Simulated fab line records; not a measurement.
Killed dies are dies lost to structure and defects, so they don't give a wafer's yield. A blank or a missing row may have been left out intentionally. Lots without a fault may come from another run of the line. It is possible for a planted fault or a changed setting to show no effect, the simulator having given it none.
fab line records -- flow n5-finfet
[record] lots = 24, wafers = 72, last-day = 17
route steps=1938 shown BEOL_M11@1601 BEOL_M12@1602 BEOL_M13@1670
lots that met no fault: from a run of the same line without faults
start-h: hours from the record's first day to the start of the lot's first wafer shown -- wait-h: how many hours have passed since the lot's step before this one -- " identical to the entry in the row above -- L1.1+2: a single row standing in for several wafers -- - either no value or no given start -- * or withheld: withheld -- < > ~ a bound
route shown NAME@n: NAME is a module with steps in the file, n the number in the route of the first one -- usual: mean/standard deviation taken from wafers without a fault -- same: alike in all rows -- chamber/n: place in a boat -- sites: per-site readings -- _std_site: their standard deviation -- _edge_site: the outer-site mean with the inner-site mean subtracted -- radius-mm: for every site, how far away it sits from the centre of the wafer -- mask NAME#n: copy n -- behind: the last tool/chamber to shape the wafer -- hold: cause of the lot's hold/its duration in hours/its outcome -- device: which transistor (n, p or np) failed to switch -- end of line: the same wafers' tests at the end of the route -- where a step has no rows: the recipe by itself -- killed: count of dies lost to structure and defects at first sort (not the wafer's yield) -- map: dies across one wafer; x = killed, . = not, _ = none there
set.NAME: the setting as run; set.NAME@STEP: as run at that earlier step -- model.NAME: the simulator's own value behind a step, which no gauge read
a sample of lots followed through the steps of the route, with each step as a table and each wafer as a row
services: the hour from which a tool's chamber was out of use, counted from the record's first day as start-h (under 0 if before that day), plus the number of hours and why
[[steps]]
[step N5_BEOL_M11_INSPECT_58]
[recipe] inspect-instrument = darkfield, mode = post-dep
[usual] raw-defect-count = 75/25
lot.wafer,tool,chamber,start-h,wait-h,raw-defect-count
L076.1,defect-inspect-01,-,232.80,0.0,65
L076.3,defect-inspect-01,-,232.80,0.0,59
L076.5,defect-inspect-01,-,232.80,0.0,76
L075.1,defect-inspect-01,-,242.53,0.0,44
L075.3,defect-inspect-01,-,242.53,0.0,44
L075.5,defect-inspect-01,-,242.53,0.0,49
L074.2,defect-inspect-01,-,243.29,0.0,66
L074.3,defect-inspect-01,-,243.29,0.0,88
L074.5,defect-inspect-01,-,243.29,0.0,68
L077.1,defect-inspect-02,-,258.71,0.0,61
L077.3,defect-inspect-02,-,258.71,0.0,78
L077.6,defect-inspect-02,-,258.71,0.0,49
L078.1,defect-inspect-02,-,261.13,0.0,84
L078.3,defect-inspect-02,-,261.13,0.0,73
L078.6,defect-inspect-02,-,261.13,0.0,71
L081.2,defect-inspect-01,-,261.41,0.0,76
L081.3,defect-inspect-01,-,261.41,0.0,67
L081.5,defect-inspect-01,-,261.41,0.0,65
L079.1,defect-inspect-02,-,269.19,0.0,86
L079.3,defect-inspect-02,-,269.19,0.0,77
L079.6,defect-inspect-02,-,269.19,0.0,57
L080.1,defect-inspect-02,-,271.16,0.0,65
L080.3,defect-inspect-02,-,271.16,0.0,51
L080.5,defect-inspect-02,-,271.16,0.0,48
L082.1,defect-inspect-02,-,284.92,0.0,77
L082.2,defect-inspect-02,-,284.92,0.0,59
L082.3,defect-inspect-02,-,284.92,0.0,58
L084.2,defect-inspect-02,-,291.10,0.0,88
L084.3,defect-inspect-02,-,291.10,0.0,53
L084.5,defect-inspect-02,-,291.10,0.0,74
L083.2,defect-inspect-02,-,293.57,0.0,61
L083.4,defect-inspect-02,-,293.57,0.0,65
L083.5,defect-inspect-02,-,293.57,0.0,77
L085.3,defect-inspect-02,-,296.54,0.0,101
L085.4,defect-inspect-02,-,296.54,0.0,99
L085.6,defect-inspect-02,-,296.54,0.0,156
L086.1,defect-inspect-02,-,300.95,0.0,58
L086.3,defect-inspect-02,-,300.95,0.0,110
L086.4,defect-inspect-02,-,300.95,0.0,99
L087.1,defect-inspect-01,-,309.21,0.0,74
L087.3,defect-inspect-01,-,309.21,0.0,60
L087.6,defect-inspect-01,-,309.21,0.0,61
L089.4,defect-inspect-02,-,312.06,0.0,50
L089.5,defect-inspect-02,-,312.06,0.0,63
L089.6,defect-inspect-02,-,312.06,0.0,46
L088.1,defect-inspect-01,-,312.95,0.0,91
L088.3,defect-inspect-01,-,312.95,0.0,47
L088.5,defect-inspect-01,-,312.95,0.0,115
L090.1,defect-inspect-01,-,316.28,0.0,119
L090.2,defect-inspect-01,-,316.28,0.0,102
L090.5,defect-inspect-01,-,316.28,0.0,113
L091.2,defect-inspect-02,-,327.17,0.0,41
L091.3,defect-inspect-02,-,327.17,0.0,72
L091.4,defect-inspect-02,-,327.17,0.0,54
L093.2,defect-inspect-01,-,347.01,0.0,91
L093.4,defect-inspect-01,-,347.01,0.0,72
L093.5,defect-inspect-01,-,347.01,0.0,134
L092.2,defect-inspect-01,-,347.52,0.0,57
L092.5,defect-inspect-01,-,347.52,0.0,96
L092.6,defect-inspect-01,-,347.52,0.0,99
L095.1,defect-inspect-01,-,356.21,0.0,69
L095.3,defect-inspect-01,-,356.21,0.0,70
L095.4,defect-inspect-01,-,356.21,0.0,96
L094.1,defect-inspect-01,-,358.37,0.0,74
L094.4,defect-inspect-01,-,358.37,0.0,54
L094.6,defect-inspect-01,-,358.37,0.0,87
L096.1,defect-inspect-01,-,361.65,0.0,52
L096.3,defect-inspect-01,-,361.65,0.0,83
L096.4,defect-inspect-01,-,361.65,0.0,77
L097.2,defect-inspect-01,-,362.44,0.0,63
L097.5,defect-inspect-01,-,362.44,0.0,80
L097.6,defect-inspect-01,-,362.44,0.0,78
[step N5_BEOL_M12_ILD_DEP_00]
[recipe] material = SiOC, target-thk-a = 6589.2, temp-c = 350, precursor = DEMS/O2, pressure-torr = 5, rf-w = 500, time-s = 130.7
[usual] heater-power-w = 434/65, showerhead-plenum-p-Torr = 5.694/0.013, throttle-valve-pct = 12.1/0.56
lot.wafer,tool,chamber,start-h,wait-h,heater-power-w,showerhead-plenum-p-Torr,throttle-valve-pct
L076.1,pecvd-03,1,232.84,0.0,299,5.707,12.4
L076.3,pecvd-03,0,232.84,0.0,448,5.698,11.8
L076.5,pecvd-03,0,232.84,0.0,463,5.678,12.0
L075.1,pecvd-02,2,242.57,0.0,452,5.675,11.7
L075.3,pecvd-02,1,242.57,0.0,541,5.724,12.4
L075.5,pecvd-02,1,242.57,0.0,431,5.719,12.9
L074.2,pecvd-04,2,243.32,0.0,426,5.711,11.4
L074.3,pecvd-04,0,243.32,0.0,393,5.697,13.1
L074.5,pecvd-04,2,243.32,0.0,432,5.681,11.3
L077.1,pecvd-03,0,258.75,0.0,446,5.691,11.9
L077.3,pecvd-03,2,258.75,0.0,494,5.690,11.3
L077.6,pecvd-03,0,258.75,0.0,468,5.694,11.8
L078.1,pecvd-04,0,261.16,0.0,426,5.721,12.9
L078.3,pecvd-04,1,261.16,0.0,463,5.681,12.9
L078.6,pecvd-04,2,261.16,0.0,441,5.694,11.3
L081.2,pecvd-03,1,261.44,0.0,356,5.691,12.1
L081.3,pecvd-03,2,261.44,0.0,555,5.676,11.6
L081.5,pecvd-03,1,261.44,0.0,287,5.694,12.2
L079.1,pecvd-03,0,269.23,0.0,454,5.703,11.6
L079.3,pecvd-03,2,269.23,0.0,512,5.689,11.5
L079.6,pecvd-03,0,269.23,0.0,462,5.687,11.7
L080.1,pecvd-02,2,271.20,0.0,473,5.675,11.8
L080.3,pecvd-02,0,271.20,0.0,361,5.692,12.5
L080.5,pecvd-02,2,271.20,0.0,493,5.672,12.1
L082.1,pecvd-04,0,284.96,0.0,419,5.713,12.8
L082.2,pecvd-04,1,284.96,0.0,410,5.690,12.6
L082.3,pecvd-04,0,284.96,0.0,450,5.701,12.4
L084.2,pecvd-02,2,291.14,0.0,475,5.686,11.6
L084.3,pecvd-02,1,291.14,0.0,470,5.719,12.6
L084.5,pecvd-02,2,291.14,0.0,493,5.667,11.9
L083.2,pecvd-03,1,293.60,0.0,327,5.685,12.2
L083.4,pecvd-03,0,293.60,0.0,458,5.700,11.7
L083.5,pecvd-03,1,293.60,0.0,345,5.693,12.2
L085.3,pecvd-04,1,296.62,0.1,384,5.716,12.5
L085.4,pecvd-04,0,296.62,0.1,448,5.698,12.5
L085.6,pecvd-04,0,296.62,0.1,448,5.707,12.6
L086.1,pecvd-03,1,300.99,0.0,329,5.705,12.1
L086.3,pecvd-03,0,300.99,0.0,391,5.686,11.8
L086.4,pecvd-03,2,300.99,0.0,527,5.689,11.3
L087.1,pecvd-02,0,309.24,0.0,411,5.686,12.4
L087.3,pecvd-02,1,309.24,0.0,523,5.717,12.6
L087.6,pecvd-02,1,309.24,0.0,427,5.717,12.6
L089.4,pecvd-03,2,312.14,0.1,559,5.687,11.5
L089.5,pecvd-03,0,312.14,0.1,441,5.700,11.7
L089.6,pecvd-03,1,312.14,0.1,367,5.707,12.2
L088.1,pecvd-04,2,312.99,0.0,445,5.696,10.9
L088.3,pecvd-04,0,312.99,0.0,380,5.711,12.8
L088.5,pecvd-04,0,312.99,0.0,406,5.697,12.7
L090.1,pecvd-03,1,316.32,0.0,347,5.690,12.2
L090.2,pecvd-03,2,316.32,0.0,567,5.688,11.5
L090.5,pecvd-03,2,316.32,0.0,455,5.687,11.2
L091.2,pecvd-04,0,327.20,0.0,425,5.690,13.0
L091.3,pecvd-04,2,327.20,0.0,482,5.697,10.7
L091.4,pecvd-04,0,327.20,0.0,433,5.701,12.7
L093.2,pecvd-03,1,347.05,0.0,374,5.695,12.4
L093.4,pecvd-03,1,347.05,0.0,295,5.683,12.2
L093.5,pecvd-03,2,347.05,0.0,501,5.694,11.3
L092.2,pecvd-04,1,347.56,0.0,482,5.688,12.6
L092.5,pecvd-04,2,347.56,0.0,405,5.704,10.9
L092.6,pecvd-04,1,347.56,0.0,382,5.693,12.6
L095.1,pecvd-02,1,356.25,0.0,534,5.718,12.6
L095.3,pecvd-02,0,356.25,0.0,392,5.694,12.5
L095.4,pecvd-02,1,356.25,0.0,420,5.719,12.8
L094.1,pecvd-03,2,358.41,0.0,471,5.671,11.7
L094.4,pecvd-03,2,358.41,0.0,509,5.673,11.6
L094.6,pecvd-03,1,358.41,0.0,293,5.688,12.4
L096.1,pecvd-03,2,361.69,0.0,487,5.700,11.5
L096.3,pecvd-03,1,361.69,0.0,364,5.689,12.1
L096.4,pecvd-03,0,361.69,0.0,465,5.691,11.5
L097.2,pecvd-03,1,362.47,0.0,303,5.698,12.0
L097.5,pecvd-03,2,362.47,0.0,510,5.708,11.4
L097.6,pecvd-03,0,362.47,0.0,418,5.705,11.9
[step N5_BEOL_M12_OVL_MEAS_11]
[recipe] points-per-wafer = 44
[usual] V11_OVL = 1/5.1
lot.wafer,tool,chamber,start-h,wait-h,V11_OVL[nm]
L076.1,overlay-02,0,233.35,0.0,-3
L076.3,overlay-02,0,233.35,0.0,6
L076.5,overlay-02,0,233.35,0.0,-9
L075.1,overlay-02,0,243.16,0.0,-10
L075.3,overlay-02,0,243.16,0.0,-3
L075.5,overlay-02,0,243.16,0.0,-6
L074.2,overlay-02,0,243.79,0.0,-4
L074.3,overlay-02,0,243.79,0.0,4
L074.5,overlay-02,0,243.79,0.0,-1
L077.1,overlay-02,0,259.21,0.0,4
L077.3,overlay-02,0,259.21,0.0,-8
L077.6,overlay-02,0,259.21,0.0,0
L078.1,overlay-02,0,261.75,0.0,2
L078.3,overlay-02,0,261.75,0.0,8
L078.6,overlay-02,0,261.75,0.0,9
L081.2,overlay-02,0,261.91,0.0,-5
L081.3,overlay-02,0,261.91,0.0,10
L081.5,overlay-02,0,261.91,0.0,7
L079.1,overlay-02,0,269.82,0.0,9
L079.3,overlay-02,0,269.82,0.0,0
L079.6,overlay-02,0,269.82,0.0,2
L080.1,overlay-02,0,271.66,0.0,6
L080.3,overlay-02,0,271.66,0.0,0
L080.5,overlay-02,0,271.66,0.0,8
L082.1,overlay-01,0,285.60,0.0,0
L082.2,overlay-01,0,285.60,0.0,8
L082.3,overlay-01,0,285.60,0.0,-2
L084.2,overlay-02,0,291.73,0.0,-3
L084.3,overlay-02,0,291.73,0.0,2
L084.5,overlay-02,0,291.73,0.0,-2
L083.2,overlay-02,0,294.07,0.0,-4
L083.4,overlay-02,0,294.07,0.0,-7
L083.5,overlay-02,0,294.07,0.0,-4
L085.3,overlay-02,0,297.22,0.0,1
L085.4,overlay-02,0,297.22,0.0,-9
L085.6,overlay-02,0,297.22,0.0,-2
L086.1,overlay-01,0,301.58,0.0,-3
L086.3,overlay-01,0,301.58,0.0,-5
L086.4,overlay-01,0,301.58,0.0,2
L087.1,overlay-01,0,309.83,0.0,2
L087.3,overlay-01,0,309.83,0.0,4
L087.6,overlay-01,0,309.83,0.0,5
L089.4,overlay-02,0,312.68,0.0,12
L089.5,overlay-02,0,312.68,0.0,1
L089.6,overlay-02,0,312.68,0.0,2
L088.1,overlay-01,0,313.58,0.0,0
L088.3,overlay-01,0,313.58,0.0,-3
L088.5,overlay-01,0,313.58,0.0,-2
L090.1,overlay-01,0,316.96,0.0,1
L090.2,overlay-01,0,316.96,0.0,6
L090.5,overlay-01,0,316.96,0.0,4
L091.2,overlay-01,0,327.79,0.0,-1
L091.3,overlay-01,0,327.79,0.0,-6
L091.4,overlay-01,0,327.79,0.0,1
L093.2,overlay-01,0,347.52,0.0,2
L093.4,overlay-01,0,347.52,0.0,20
L093.5,overlay-01,0,347.52,0.0,7
L092.2,overlay-02,0,348.02,0.0,-4
L092.5,overlay-02,0,348.02,0.0,-1
L092.6,overlay-02,0,348.02,0.0,3
L095.1,overlay-02,0,356.71,0.0,-1
L095.3,overlay-02,0,356.71,0.0,-11
L095.4,overlay-02,0,356.71,0.0,-3
L094.1,overlay-02,0,359.00,0.0,2
L094.4,overlay-02,0,359.00,0.0,3
L094.6,overlay-02,0,359.00,0.0,4
L096.1,overlay-02,0,362.28,0.0,2
L096.3,overlay-02,0,362.28,0.0,10
L096.4,overlay-02,0,362.28,0.0,5
L097.2,overlay-01,0,362.94,0.0,-1
L097.5,overlay-01,0,362.94,0.0,8
L097.6,overlay-01,0,362.94,0.0,4
[step N5_BEOL_M12_INSPECT_12]
[recipe] mode = adi, inspect-instrument = macro
[usual] raw-defect-count = 2.1/1.3
lot.wafer,tool,chamber,start-h,wait-h,raw-defect-count
L076.1,defect-inspect-01,-,233.38,0.0,2
L076.3,defect-inspect-01,-,233.38,0.0,3
L076.5,defect-inspect-01,-,233.38,0.0,1
L075.1,defect-inspect-01,-,243.18,0.0,2
L075.3,defect-inspect-01,-,243.18,0.0,3
L075.5,defect-inspect-01,-,243.18,0.0,2
L074.2,defect-inspect-01,-,243.81,0.0,1
L074.3,defect-inspect-01,-,243.81,0.0,1
L074.5,defect-inspect-01,-,243.81,0.0,1
L077.1,defect-inspect-02,-,259.24,0.0,1
L077.3,defect-inspect-02,-,259.24,0.0,1
L077.6,defect-inspect-02,-,259.24,0.0,1
L078.1,defect-inspect-02,-,261.78,0.0,1
L078.3,defect-inspect-02,-,261.78,0.0,1
L078.6,defect-inspect-02,-,261.78,0.0,1
L081.2,defect-inspect-02,-,261.93,0.0,3
L081.3,defect-inspect-02,-,261.93,0.0,2
L081.5,defect-inspect-02,-,261.93,0.0,1
L079.1,defect-inspect-02,-,269.94,0.1,2
L079.3,defect-inspect-02,-,269.94,0.1,0
L079.6,defect-inspect-02,-,269.94,0.1,1
L080.1,defect-inspect-02,-,271.69,0.0,6
L080.3,defect-inspect-02,-,271.69,0.0,2
L080.5,defect-inspect-02,-,271.69,0.0,3
L082.1,defect-inspect-02,-,285.62,0.0,2
L082.2,defect-inspect-02,-,285.62,0.0,1
L082.3,defect-inspect-02,-,285.62,0.0,1
L084.2,defect-inspect-02,-,291.75,0.0,3
L084.3,defect-inspect-02,-,291.75,0.0,1
L084.5,defect-inspect-02,-,291.75,0.0,3
L083.2,defect-inspect-02,-,294.28,0.2,4
L083.4,defect-inspect-02,-,294.28,0.2,2
L083.5,defect-inspect-02,-,294.28,0.2,3
L085.3,defect-inspect-02,-,297.59,0.4,0
L085.4,defect-inspect-02,-,297.59,0.4,2
L085.6,defect-inspect-02,-,297.59,0.4,4
L086.1,defect-inspect-02,-,301.60,0.0,1
L086.3,defect-inspect-02,-,301.60,0.0,3
L086.4,defect-inspect-02,-,301.60,0.0,2
L087.1,defect-inspect-01,-,309.86,0.0,1
L087.3,defect-inspect-01,-,309.86,0.0,0
L087.6,defect-inspect-01,-,309.86,0.0,3
L089.4,defect-inspect-01,-,312.71,0.0,2
L089.5,defect-inspect-01,-,312.71,0.0,4
L089.6,defect-inspect-01,-,312.71,0.0,2
L088.1,defect-inspect-02,-,313.60,0.0,4
L088.3,defect-inspect-02,-,313.60,0.0,2
L088.5,defect-inspect-02,-,313.60,0.0,3
L090.1,defect-inspect-01,-,316.98,0.0,0
L090.2,defect-inspect-01,-,316.98,0.0,5
L090.5,defect-inspect-01,-,316.98,0.0,2
L091.2,defect-inspect-01,-,327.82,0.0,1
L091.3,defect-inspect-01,-,327.82,0.0,3
L091.4,defect-inspect-01,-,327.82,0.0,2
L093.2,defect-inspect-01,-,347.54,0.0,0
L093.4,defect-inspect-01,-,347.54,0.0,0
L093.5,defect-inspect-01,-,347.54,0.0,4
L092.2,defect-inspect-02,-,348.05,0.0,1
L092.5,defect-inspect-02,-,348.05,0.0,5
L092.6,defect-inspect-02,-,348.05,0.0,0
L095.1,defect-inspect-02,-,356.74,0.0,1
L095.3,defect-inspect-02,-,356.74,0.0,2
L095.4,defect-inspect-02,-,356.74,0.0,3
L094.1,defect-inspect-01,-,359.02,0.0,1
L094.4,defect-inspect-01,-,359.02,0.0,2
L094.6,defect-inspect-01,-,359.02,0.0,2
L096.1,defect-inspect-01,-,362.30,0.0,0
L096.3,defect-inspect-01,-,362.30,0.0,3
L096.4,defect-inspect-01,-,362.30,0.0,2
L097.2,defect-inspect-01,-,362.96,0.0,1
L097.5,defect-inspect-01,-,362.96,0.0,3
L097.6,defect-inspect-01,-,362.96,0.0,3
[step N5_BEOL_M13_OVL_MEAS_11]
[recipe] points-per-wafer = 44
[usual] V12_OVL = 0/5.4
lot.wafer,tool,chamber,start-h,wait-h,V12_OVL[nm]
L076.1,overlay-01,0,237.93,0.0,-8
L076.3,overlay-01,0,237.93,0.0,-2
L076.5,overlay-01,0,237.93,0.0,-5
L075.1,overlay-02,0,247.10,0.0,-7
L075.3,overlay-02,0,247.10,0.0,1
L075.5,overlay-02,0,247.10,0.0,0
L074.2,overlay-01,0,249.46,0.0,4
L074.3,overlay-01,0,249.46,0.0,-4
L074.5,overlay-01,0,249.46,0.0,-3
L077.1,overlay-02,0,268.42,0.0,3
L077.3,overlay-02,0,268.42,0.0,4
L077.6,overlay-02,0,268.42,0.0,1
L078.1,overlay-01,0,269.21,0.0,-6
L078.3,overlay-01,0,269.21,0.0,-9
L078.6,overlay-01,0,269.21,0.0,-1
L081.2,overlay-02,0,269.43,0.0,5
L081.3,overlay-02,0,269.43,0.0,2
L081.5,overlay-02,0,269.43,0.0,7
L080.1,overlay-02,0,276.33,0.0,-13
L080.3,overlay-02,0,276.33,0.0,-3
L080.5,overlay-02,0,276.33,0.0,-1
L079.1,overlay-02,0,276.67,0.0,4
L079.3,overlay-02,0,276.67,0.0,2
L079.6,overlay-02,0,276.67,0.0,-1
L082.1,overlay-02,0,291.44,0.0,-3
L082.2,overlay-02,0,291.44,0.0,0
L082.3,overlay-02,0,291.44,0.0,-6
L084.2,overlay-01,0,296.99,0.0,-7
L084.3,overlay-01,0,296.99,0.0,10
L084.5,overlay-01,0,296.99,0.0,11
L083.2,overlay-01,0,300.26,0.0,-9
L083.4,overlay-01,0,300.26,0.0,-6
L083.5,overlay-01,0,300.26,0.0,-4
L085.3,overlay-02,0,307.15,0.0,-1
L085.4,overlay-02,0,307.15,0.0,-1
L085.6,overlay-02,0,307.15,0.0,-4
L086.1,overlay-01,0,309.58,0.0,5
L086.3,overlay-01,0,309.58,0.0,9
L086.4,overlay-01,0,309.58,0.0,1
L087.1,overlay-02,0,316.63,0.0,8
L087.3,overlay-02,0,316.63,0.0,3
L087.6,overlay-02,0,316.63,0.0,2
L089.4,overlay-01,0,319.85,0.0,-9
L089.5,overlay-01,0,319.85,0.0,-2
L089.6,overlay-01,0,319.85,0.0,-4
L088.1,overlay-02,0,320.08,0.0,11
L088.3,overlay-02,0,320.08,0.0,3
L088.5,overlay-02,0,320.08,0.0,2
L090.1,overlay-02,0,322.70,0.0,-1
L090.2,overlay-02,0,322.70,0.0,-9
L090.5,overlay-02,0,322.70,0.0,-3
L091.2,overlay-01,0,333.44,0.0,-11
L091.3,overlay-01,0,333.44,0.0,2
L091.4,overlay-01,0,333.44,0.0,0
L093.2,overlay-02,0,351.99,0.0,0
L093.4,overlay-02,0,351.99,0.0,-1
L093.5,overlay-02,0,351.99,0.0,10
L092.2,overlay-01,0,353.40,0.0,-3
L092.5,overlay-01,0,353.40,0.0,-11
L092.6,overlay-01,0,353.40,0.0,-6
L095.1,overlay-02,0,361.31,0.0,-7
L095.3,overlay-02,0,361.31,0.0,-1
L095.4,overlay-02,0,361.31,0.0,7
L094.1,overlay-02,0,362.81,0.0,-6
L094.4,overlay-02,0,362.81,0.0,3
L094.6,overlay-02,0,362.81,0.0,3
L096.1,overlay-01,0,367.39,0.0,5
L096.3,overlay-01,0,367.39,0.0,-6
L096.4,overlay-01,0,367.39,0.0,-3
L097.2,overlay-01,0,367.74,0.0,2
L097.5,overlay-01,0,367.74,0.0,-2
L097.6,overlay-01,0,367.74,0.0,3
[step N5_BEOL_M13_STRIP_63]
[recipe] chemistry = N2/H2, power-w = 1000, temp-c = 250, h2-frac = 0.65, overash-fraction = 0.3, pressure-mtorr = 1000, n2-flow-sccm = 1750, h2-flow-sccm = 3250
[usual] drypump-motor-current-A = 5.68/0.052, heater-power-w = 344/22, oes-product-au = 0.674/0.0053, strip-time-to-endpoint-s = 27.6/1.2
lot.wafer,tool,chamber,start-h,wait-h,drypump-motor-current-A,heater-power-w,oes-product-au,rf-hours-counter-h,strip-time-to-endpoint-s
L076.1,plasma-asher-01,0,238.72,-,5.63,319,0.674,128,26.5
L076.3,plasma-asher-01,1,238.72,-,5.65,325,0.676,-,29.4
L076.5,plasma-asher-01,1,238.72,-,5.66,339,0.671,-,27.8
L075.1,plasma-asher-01,1,247.49,-,5.65,318,0.668,132,27.3
L075.3,plasma-asher-01,0,247.49,-,5.64,312,0.669,-,26.5
L075.5,plasma-asher-01,0,247.49,-,5.60,325,0.669,-,25.6
L074.2,plasma-asher-01,1,249.93,-,5.63,325,0.675,133,28.9
L074.3,plasma-asher-01,0,249.93,-,5.66,313,0.682,-,28.3
L074.5,plasma-asher-01,1,249.93,-,5.60,332,0.677,-,29.2
L077.1,plasma-asher-01,0,268.80,-,5.60,315,0.672,138,28.3
L077.3,plasma-asher-01,0,268.80,-,5.62,327,0.664,-,26.8
L077.6,plasma-asher-01,0,268.80,-,5.62,315,0.667,-,27.0
L078.1,plasma-asher-02,0,269.59,-,5.70,352,0.677,65,28.9
L078.3,plasma-asher-02,0,269.59,-,5.70,361,0.676,-,29.5
L078.6,plasma-asher-02,1,269.59,-,5.76,373,0.671,-,28.8
L081.2,plasma-asher-02,1,269.90,-,5.72,361,0.678,65,26.7
L081.3,plasma-asher-02,0,269.90,-,5.72,362,0.676,-,28.0
L081.5,plasma-asher-02,0,269.90,-,5.68,368,0.674,-,26.9
L080.1,plasma-asher-01,1,276.81,-,5.62,323,0.679,139,30.1
L080.3,plasma-asher-01,0,276.81,-,5.65,322,0.675,-,28.5
L080.5,plasma-asher-01,1,276.81,-,5.61,330,0.671,-,27.7
L079.1,plasma-asher-01,1,277.14,-,5.64,331,0.671,139,27.6
L079.3,plasma-asher-01,1,277.14,-,5.63,326,0.680,-,28.8
L079.6,plasma-asher-01,0,277.14,-,5.64,323,0.666,-,24.9
L082.1,plasma-asher-02,1,291.82,-,5.71,373,0.668,69,27.7
L082.2,plasma-asher-02,0,291.82,-,5.73,367,0.673,69,26.8
L082.3,plasma-asher-02,1,291.82,-,5.73,364,0.669,-,26.6
L084.2,plasma-asher-02,0,297.94,-,5.73,349,0.681,70,27.3
L084.3,plasma-asher-02,0,297.94,-,5.69,364,0.676,-,28.3
L084.5,plasma-asher-02,0,297.94,-,5.69,362,0.668,-,27.5
L083.2,plasma-asher-01,1,300.64,-,5.63,327,0.668,143,28.4
L083.4,plasma-asher-01,1,300.64,-,5.64,327,0.680,-,28.4
L083.5,plasma-asher-01,0,300.64,-,5.61,318,0.680,-,27.1
L085.3,plasma-asher-01,0,307.71,-,5.65,316,0.672,-,27.9
L085.4,plasma-asher-01,1,307.71,-,5.63,326,0.673,-,26.7
L085.6,plasma-asher-01,1,307.71,-,5.67,324,0.668,-,25.4
L086.1,plasma-asher-01,0,309.96,-,5.63,311,0.677,146,28.5
L086.3,plasma-asher-01,1,309.96,-,5.62,325,0.664,-,28.1
L086.4,plasma-asher-01,0,309.96,-,5.65,325,0.673,-,27.0
L087.1,plasma-asher-02,1,317.16,-,5.71,360,0.670,75,28.2
L087.3,plasma-asher-02,1,317.16,-,5.73,360,0.671,-,28.7
L087.6,plasma-asher-02,1,317.16,-,5.73,367,0.679,-,26.3
L089.4,plasma-asher-02,0,320.36,-,5.73,354,0.671,-,25.8
L089.5,plasma-asher-02,1,320.36,-,5.73,361,0.669,-,27.3
L089.6,plasma-asher-02,0,320.36,-,5.73,371,0.676,-,28.6
L088.1,plasma-asher-01,0,320.46,-,5.61,319,0.679,148,28.5
L088.3,plasma-asher-01,0,320.46,-,5.64,315,0.681,-,28.0
L088.5,plasma-asher-01,0,320.46,-,5.63,323,0.671,-,27.9
L090.1,plasma-asher-02,0,323.08,-,5.75,367,0.682,76,30.4
L090.2,plasma-asher-02,1,323.08,-,5.75,368,0.675,76,28.8
L090.5,plasma-asher-02,1,323.08,-,5.75,363,0.672,-,27.3
L091.2,plasma-asher-02,0,333.88,-,5.76,361,0.677,79,28.9
L091.3,plasma-asher-02,0,333.88,-,5.75,366,0.677,-,28.2
L091.4,plasma-asher-02,1,333.88,-,5.78,362,0.679,-,28.8
L093.2,plasma-asher-02,1,352.68,-,5.72,366,0.676,83,28.4
L093.4,plasma-asher-02,0,352.68,-,5.71,358,0.683,-,27.6
L093.5,plasma-asher-02,0,352.68,-,5.73,351,0.674,-,26.2
L092.2,plasma-asher-01,1,354.15,-,5.60,319,0.683,154,27.8
L092.5,plasma-asher-01,1,354.15,-,5.65,324,0.665,-,26.3
L092.6,plasma-asher-01,0,354.15,-,5.64,311,0.664,-,24.6
L095.1,plasma-asher-02,1,361.71,-,5.74,366,0.675,84,28.6
L095.3,plasma-asher-02,1,361.71,-,5.75,363,0.677,-,28.2
L095.4,plasma-asher-02,0,361.71,-,5.73,365,0.667,-,25.4
L094.1,plasma-asher-02,0,363.19,-,5.70,360,0.681,85,28.3
L094.4,plasma-asher-02,0,363.19,-,5.75,362,0.662,-,26.2
L094.6,plasma-asher-02,1,363.19,-,5.74,366,0.664,-,27.4
L096.1,plasma-asher-02,1,367.77,-,5.72,372,0.680,86,28.5
L096.3,plasma-asher-02,0,367.77,-,5.72,354,0.684,-,29.1
L096.4,plasma-asher-02,1,367.77,-,5.73,361,0.671,-,26.4
L097.2,plasma-asher-02,0,368.14,-,5.69,364,0.672,86,27.3
L097.5,plasma-asher-02,1,368.14,-,5.71,373,0.681,-,26.0
L097.6,plasma-asher-02,0,368.14,-,5.72,350,0.675,-,27.1
[[services]]
tool,chamber,start-h,hours,kind
pecvd-03,2,213.00,-,clean
pecvd-03,2,213.00,-,consumable-replace:showerhead
pecvd-03,2,213.00,29.0,scheduled-down
pecvd-03,2,213.00,29.0,vent-cycle
plasma-asher-02,-,237.20,17.1,pm
plasma-asher-01,-,254.64,2.8,pm
pecvd-04,2,272.32,2.5,repair
pecvd-03,1,275.80,7.2,repair
pecvd-03,0,304.17,5.5,scheduled-down
pecvd-03,-,308.30,0.8,pm
pecvd-03,0,315.83,2.1,scheduled-down
pecvd-02,-,317.36,0.8,repair
plasma-asher-01,-,333.34,2.2,repair
pecvd-04,0,363.60,6.3,repair
pecvd-03,-,364.88,2.7,repair
plasma-asher-01,-,366.77,15.6,pm
[[key]]
fault none
